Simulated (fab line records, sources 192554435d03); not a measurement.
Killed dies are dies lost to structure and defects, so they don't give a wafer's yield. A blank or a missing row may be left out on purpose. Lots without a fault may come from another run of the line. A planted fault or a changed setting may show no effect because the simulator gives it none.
fab line records | flow n5_finfet
record lots=7 wafers=39
route steps=1938 shown BEOL_M4@1070 BEOL_M7@1267
start_h: hours from the record's first day to the start of the lot's first wafer shown | wait_h: hours since the lot's step before | " the same as in the row above | L1.1+2: a row that stands for several wafers | - no value, or no start given | * or withheld: withheld | < > ~ a bound
route shown NAME@n: a module of which the file shows steps, and the number in the route of the first | usual: mean/standard deviation of fault-free wafers | same: alike in all rows | chamber/n: place in a boat | sites: the reading at each site | _std_site: their standard deviation | _edge_site: outer sites' mean less inner sites' | radius_mm: how far each site lies from the wafer's centre | mask NAME#n: copy n | behind: the tool/chamber that last shaped the wafer | hold: why the lot was held/for how many hours/how that ended | device: the transistor (n, p or np) that didn't switch | end of line: the same wafers' tests at the end of the route | a step without rows: its recipe alone | killed: dies lost to structure and defects at the first sort, not the wafer's yield | map: a wafer's dies, x killed, . not, _ none there
set.NAME: the setting as run; set.NAME@STEP: as run at that earlier step | model.NAME: the simulator's own value behind a step, which no gauge read
lots whose settings were changed on purpose; a table a step, a row a wafer
## steps
# step N5_BEOL_M4_TRENCH_ETCH_37
# recipe chemistry=C4F6/O2 target_depth_a=555.55 target=SiOC time_s=29.2 ion_energy_ev=250 pressure_mtorr=30 source_w=355 bias_w=185 Ar_flow_sccm=300 C4F6_flow_sccm=10 O2_flow_sccm=10
# columns lot.wafer tool chamber start_h wait_h set.target_depth_a model.BEOL_M4.feature_depth_nm model.etch.depth_nm
L075.1 rie_diel-02 2 - - 555.55 55.8 55.75
L075.2 " 1 " " 555.55 53.4 53.33
L075.3 " 3 " " 555.55 57 57.06
L075.4 " 0 " " 555.55 55 54.99
L075.5 " 3 " " 555.55 57.6 57.54
L075.6 " 0 " " 555.55 54.4 54.44
L076.2 rie_diel-02 2 - - 555.55 55.8 55.76
L076.5 " 3 " " 555.55 56.6 56.56
L076.6 " 2 " " 555.55 56 56.01
L086.1 rie_diel-03 0 - - 555.55 55.8 55.88
L086.2 " 2 " " 555.55 54.8 54.86
L086.3 " 3 " " 555.55 53.4 53.35
L086.4 " 1 " " 555.55 54.4 54.49
L086.5 " 1 " " 555.55 54 54
L086.6 " 2 " " 555.55 54.8 54.89
L085.1 rie_diel-02 3 - - 406.6 41.8 41.86
L085.2 " 2 " " 555.55 56 55.92
L085.3 " 1 " " 406.6 41.4 41.45
L085.4 " 0 " " 555.55 54.6 54.66
L085.5 " 2 " " 555.55 56 55.94
L085.6 " 1 " " 406.6 41.4 41.3
L089.1 rie_diel-02 1 - - 555.55 55.8 55.8
L089.2 " 2 " " 555.55 55.8 55.81
L089.3 " 3 " " 719.5 73 73.06
L089.4 " 0 " " 555.55 54.6 54.65
L089.5 " 0 " " 719.5 70.4 70.35
L089.6 " 1 " " 719.5 71.6 71.53
L090.1 rie_diel-04 2 - - 776.5 79.2 79.15
L090.2 " 3 " " 776.5 76.2 76.13
L090.3 " 1 " " 555.55 55.2 55.26
L090.4 " 3 " " 776.5 77.6 77.58
L090.5 " 1 " " 555.55 55.6 55.59
L090.6 " 2 " " 555.55 56.2 56.19
L096.1 rie_diel-04 2 - - 555.55 57 57.03
L096.2 " 0 " " 555.55 57.2 57.16
L096.3 " 1 " " 555.55 55.6 55.51
L096.4 " 3 " " 555.55 55.2 55.13
L096.5 " 0 " " 555.55 56.8 56.77
L096.6 " 1 " " 555.55 56 55.95
# step N5_BEOL_M4_ETCH_41
# recipe chemistry=CH3F/O2 target=SiCN target_depth_a=299 taper_deg=2 time_s=52.5 ion_energy_ev=120 mask_material=TiN pressure_mtorr=30 source_w=395 bias_w=75 Ar_flow_sccm=150 CH3F_flow_sccm=30 O2_flow_sccm=20
# step N5_BEOL_M4_STRIP_97
# recipe chemistry=N2/H2 time_s=10 power_w=450 temp_c=40 pressure_mtorr=20 rf_frequency_hz=6e+07 bias_power_w=7 n2_flow_sccm=200 h2_flow_sccm=200
# step N5_BEOL_M4_OCD_MEAS_38
# usual trench_depth_nm=55.6/1
# columns lot.wafer tool chamber start_h wait_h set.target_depth_a@BEOL_M4_TRENCH_ETCH_37 trench_depth_nm
L075.1 ocd-02 - 162.02 - 555.55 55.3
L075.2 " - " " 555.55 53.1
L075.3 " - " " 555.55 57.2
L075.4 " - " " 555.55 54.5
L075.5 " - " " 555.55 57.3
L075.6 " - " " 555.55 54.5
L076.2 ocd-01 - 174.21 - 555.55 55.9
L076.5 " - " " 555.55 56.6
L076.6 " - " " 555.55 56.4
L086.1 ocd-02 - 232.23 - 555.55 55.5
L086.2 " - " " 555.55 54.6
L086.3 " - " " 555.55 53.7
L086.4 " - " " 555.55 54.2
L086.5 " - " " 555.55 53.8
L086.6 " - " " 555.55 54.8
L085.1 ocd-02 - 235.93 - 406.6 41.9
L085.2 " - " " 555.55 55.6
L085.3 " - " " 406.6 41.1
L085.4 " - " " 555.55 54.6
L085.5 " - " " 555.55 55.6
L085.6 " - " " 406.6 41.4
L089.1 ocd-01 - 257.56 - 555.55 54.8
L089.2 " - " " 555.55 56.2
L089.3 " - " " 719.5 72.8
L089.4 " - " " 555.55 54.7
L089.5 " - " " 719.5 70.3
L089.6 " - " " 719.5 71.9
L090.1 ocd-01 - 257.68 - 776.5 78.8
L090.2 " - " " 776.5 76.4
L090.3 " - " " 555.55 55.8
L090.4 " - " " 776.5 77.6
L090.5 " - " " 555.55 55.6
L090.6 " - " " 555.55 56.5
L096.1 ocd-01 - 299.40 - 555.55 56.9
L096.2 " - " " 555.55 56.6
L096.3 " - " " 555.55 55.5
L096.4 " - " " 555.55 54.7
L096.5 " - " " 555.55 56.6
L096.6 " - " " 555.55 56.0
# step N5_BEOL_M4_HM_STRIP_39
# recipe chemistry=peroxide_tin_strip material=TiN target_depth_a=250 temp_c=50 time_s=158
# step N5_BEOL_M4_SRD_40
# recipe time_s=30 temp_c=23 rinse_liquid=diw dry=ipa_marangoni
# step N5_BEOL_M4_ECD_50
# recipe material=Cu target_thk_a=3000
# step N5_BEOL_M4_ANNEAL_51
# recipe temp_c=225 time_s=90 ambient=N2
# step N5_BEOL_M4_CMP_52
# recipe stop_on=SiOC t_overpolish_s=6.8 down_force_psi=1 platen_rpm=50 clearing_platen_down_force_psi=1.5 clearing_platen_rpm=50 post_cmp_clean=cu_alkaline target_thk_nm=40 clearing_platen_pad_velocity_m_s=0.99484 pad_velocity_m_s=0.99484
# columns lot.wafer tool chamber start_h wait_h set.target_depth_a@BEOL_M4_TRENCH_ETCH_37 model.Cu_of_BEOL_M4_ECD_50.thk_nm
L075.2 cmp-03 3 165.57 0.2 555.55 37.8
L075.3 " 0 " " 555.55 40
L075.4 " 1 " " 555.55 37.4
L075.1+6 " 2,3 " " 555.55 39.2
L075.5 " 0 " " 555.55 41.8
L076.2 cmp-02 2 178.28 0.3 555.55 39.6
L076.5 " 3 " " 555.55 39.4
L076.6 " 0 " " 555.55 40.6
L086.1 cmp-01 0 236.12 0.3 555.55 41.4
L086.2 " 1 " " 555.55 40
L086.3 " 2 " " 555.55 39
L086.4 " 3 " " 555.55 38.4
L086.5 " 0 " " 555.55 39.4
L086.6 " 1 " " 555.55 40.4
L085.2 cmp-03 1 239.30 0.2 555.55 38.2
L085.3 " 2 " " 406.6 25
L085.1 " 3 " " 406.6 27.4
L085.4 " 0 " " 555.55 37.8
L085.5 " 1 " " 555.55 39
L085.6 " 2 " " 406.6 24.2
L089.1 cmp-03 3 261.03 0.4 555.55 43
L089.4 " 0 " " 555.55 40
L089.2 " 1 " " 555.55 40.2
L089.3 " 2 " " 719.5 59
L089.5 " 3 " " 719.5 57.4
L089.6 " 0 " " 719.5 56.8
L090.4 cmp-01 3 263.11 0.1 776.5 61.2
L090.1 " 0 " " 776.5 63.4
L090.3 " 1 " " 555.55 41
L090.2 " 2 " " 776.5 62.2
L090.6 " 3 " " 555.55 40.8
L090.5 " 0 " " 555.55 40.6
L096.4 cmp-01 1 302.73 0.1 555.55 41.2
L096.3 " 2 " " 555.55 42.2
L096.2+1 " 3,0 " " 555.55 41.8
L096.5 " 1 " " 555.55 42.8
L096.6 " 2 " " 555.55 41.6
# step N5_BEOL_M4_THK_MEAS_53
# recipe thk_meas_gauge=xrf reads=Cu_of_BEOL_M4_ECD_50
# usual M4_THK=39.0/1.6
# columns lot.wafer tool chamber start_h wait_h set.target_depth_a@BEOL_M4_TRENCH_ETCH_37 M4_THK[nm]
L075.1 film_metro-01 - 165.86 - 555.55 38.7
L075.2 " - " " 555.55 37.4
L075.3 " - " " 555.55 39.8
L075.4 " - " " 555.55 37.1
L075.5 " - " " 555.55 41.4
L075.6 " - " " 555.55 38.8
L076.2 film_metro-02 - 178.47 - 555.55 38.3
L076.5 " - " " 555.55 38.2
L076.6 " - " " 555.55 39.5
L086.1 film_metro-01 - 236.42 - 555.55 40.3
L086.2 " - " " 555.55 38.9
L086.3 " - " " 555.55 38.0
L086.4 " - " " 555.55 37.4
L086.5 " - " " 555.55 38.2
L086.6 " - " " 555.55 39.4
L085.1 film_metro-01 - 239.60 - 406.6 26.9
L085.2 " - " " 555.55 37.5
L085.3 " - " " 406.6 24.7
L085.4 " - " " 555.55 37.4
L085.5 " - " " 555.55 38.4
L085.6 " - " " 406.6 23.7
L089.1 film_metro-02 - 261.32 - 555.55 42.6
L089.2 " - " " 555.55 39.7
L089.3 " - " " 719.5 58.3
L089.4 " - " " 555.55 39.4
L089.5 " - " " 719.5 57.1
L089.6 " - " " 719.5 56.0
L090.1 film_metro-02 - 263.40 - 776.5 62.0
L090.2 " - " " 776.5 60.5
L090.3 " - " " 555.55 40.1
L090.4 " - " " 776.5 59.9
L090.5 " - " " 555.55 39.6
L090.6 " - " " 555.55 40.0
L096.1 film_metro-01 - 303.03 - 555.55 40.9
L096.2 " - " " 555.55 41.0
L096.3 " - " " 555.55 41.3
L096.4 " - " " 555.55 40.3
L096.5 " - " " 555.55 42.1
L096.6 " - " " 555.55 40.7
# step N5_BEOL_M7_HM_DEP_02
# recipe material=TiN target_thk_a=200 temp_c=25 chamber_pressure_pa=0.49996
# columns lot.wafer tool chamber start_h wait_h set.target_thk_a model.TiN_of_BEOL_M7_HM_DEP_02.thk_nm
L075.1 pvd_sputter-03 - 193.38 0.2 146.3 14.8
L075.2 " - " " 200 19.8
L075.3 " - " " 200 19.6
L075.4+6 " - " " 146.3 14.6
L075.5 " - " " 200 20
L076.2+6 pvd_sputter-03 - 201.73 1.2 200 20.4
L076.5 " - " " 200 20.6
L086.1+2+3+6 pvd_sputter-03 - 262.73 2.9 200 20.2
L086.4+5 " - " " 200 20.4
L085.1+3+6 pvd_sputter-03 - 264.67 0.3 200 20.2
L085.2 " - " " 200 19.8
L085.4+5 " - " " 200 20.4
L089.1+2 pvd_sputter-03 - 285.26 1.8 118.8 12
L089.3+4 " - " " 200 19.8
L089.5 " - " " 200 20
L089.6 " - " " 118.8 11.8
L090.1+5 pvd_sputter-03 - 288.41 1.0 314.7 31.2
L090.2 " - " " 200 19.4
L090.3 " - " " 314.7 31.4
L090.4 " - " " 200 19.8
L090.6 " - " " 200 19.6
L096.1+3 pvd_sputter-01 - 324.68 0.6 143.9 14.6
L096.2+5 " - " " 200 20
L096.4 " - " " 143.9 14.4
L096.6 " - " " 200 20.2
# step N5_BEOL_M7_COAT_59
# recipe resist=SOC temp_c=250 time_s=60 spin_rpm=1500 resist_thk_nm=100
# step N5_BEOL_M7_COAT_60
# recipe resist=SiARC temp_c=220 time_s=60 spin_rpm=1500 resist_thk_nm=35
# step N5_BEOL_M7_STRIP_68
# recipe chemistry=N2/H2 temp_c=40 n2_flow_sccm=200 h2_flow_sccm=200 rf_frequency_hz=6e+07
# step N5_BEOL_M7_STRIP_67
# recipe chemistry=CF4 resist=SiARC power_w=300 bias_power_w=75 pressure_mtorr=50 cf4_flow_sccm=150 rf_frequency_hz=6e+07
# step N5_BEOL_M7_HM_OPEN_17
# recipe chemistry=Cl2/BCl3 target_depth_a=200 overetch_a=60 target=TiN mask_material=SOC ion_energy_ev=150 pressure_mtorr=10 icp_w=1000 bias_w=126 Cl2_flow_sccm=53.25 bcl3_flow_sccm=21.75 Ar_flow_sccm=25
# columns lot.wafer tool chamber start_h wait_h set.target_thk_a@BEOL_M7_HM_DEP_02 model.etch.depth_nm
L075.1 rie_metal-01 1 194.12 0.0 146.3 14.74
L075.2 " 0 " " 200 19.82
L075.3 " 1 " " 200 19.66
L075.4 " 0 " " 146.3 14.57
L075.5 " 1 " " 200 20.05
L075.6 " 0 " " 146.3 14.61
L076.2 rie_metal-02 1 202.65 0.0 200 20.48
L076.5 " 0 " " 200 20.59
L076.6 " 1 " " 200 20.46
L086.1+6 rie_metal-01 0,1 264.24 0.0 200 20.28
L086.2 " 1 " " 200 20.2
L086.3 " 1 " " 200 20.18
L086.4 " 0 " " 200 20.41
L086.5 " 0 " " 200 20.49
L085.1 rie_metal-01 0 265.54 0.0 200 20.16
L085.2 " 1 " " 200 19.84
L085.3 " 0 " " 200 20.2
L085.4 " 1 " " 200 20.4
L085.5 " 1 " " 200 20.43
L085.6 " 0 " " 200 20.27
L089.1 rie_metal-03 1 286.00 0.0 118.8 12.07
L089.2 " 0 " " 118.8 12
L089.3 " 1 " " 200 19.85
L089.4 " 0 " " 200 19.8
L089.5 " 0 " " 200 19.94
L089.6 " 1 " " 118.8 11.72
L090.1 rie_metal-03 0 289.65 0.0 314.7 26.48
L090.2 " 1 " " 200 19.47
L090.3 " 1 " " 314.7 27.31
L090.4 " 0 " " 200 19.7
L090.5 " 1 " " 314.7 27.25
L090.6 " 0 " " 200 19.59
L096.1 rie_metal-02 1 325.60 0.0 143.9 14.52
L096.2 " 1 " " 200 19.93
L096.3 " 1 " " 143.9 14.53
L096.4 " 1 " " 143.9 14.41
L096.5 " 1 " " 200 19.94
L096.6 " 1 " " 200 20.23
## key
split step=N5_BEOL_M4_TRENCH_ETCH_37 setting=target_depth_a stated=555.55 by=wafer
response step=N5_BEOL_M4_TRENCH_ETCH_37 reading=model.BEOL_M4.feature_depth_nm change=+0.546 per=1% r=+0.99
response step=N5_BEOL_M4_TRENCH_ETCH_37 reading=model.etch.depth_nm change=+0.544 per=1% r=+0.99
response step=N5_BEOL_M4_OCD_MEAS_38 reading=trench_depth_nm change=+0.541 per=1% r=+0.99
response step=N5_BEOL_M4_CMP_52 reading=model.Cu_of_BEOL_M4_ECD_50.thk_nm change=+0.532 per=1% r=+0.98
response step=N5_BEOL_M4_THK_MEAS_53 reading=M4_THK change=+0.524 per=1% r=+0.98
split step=N5_BEOL_M7_HM_DEP_02 setting=target_thk_a stated=200 by=wafer
response step=N5_BEOL_M7_HM_DEP_02 reading=model.TiN_of_BEOL_M7_HM_DEP_02.thk_nm change=+0.199 per=1% r=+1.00
response step=N5_BEOL_M7_HM_OPEN_17 reading=model.etch.depth_nm change=+0.162 per=1% r=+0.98
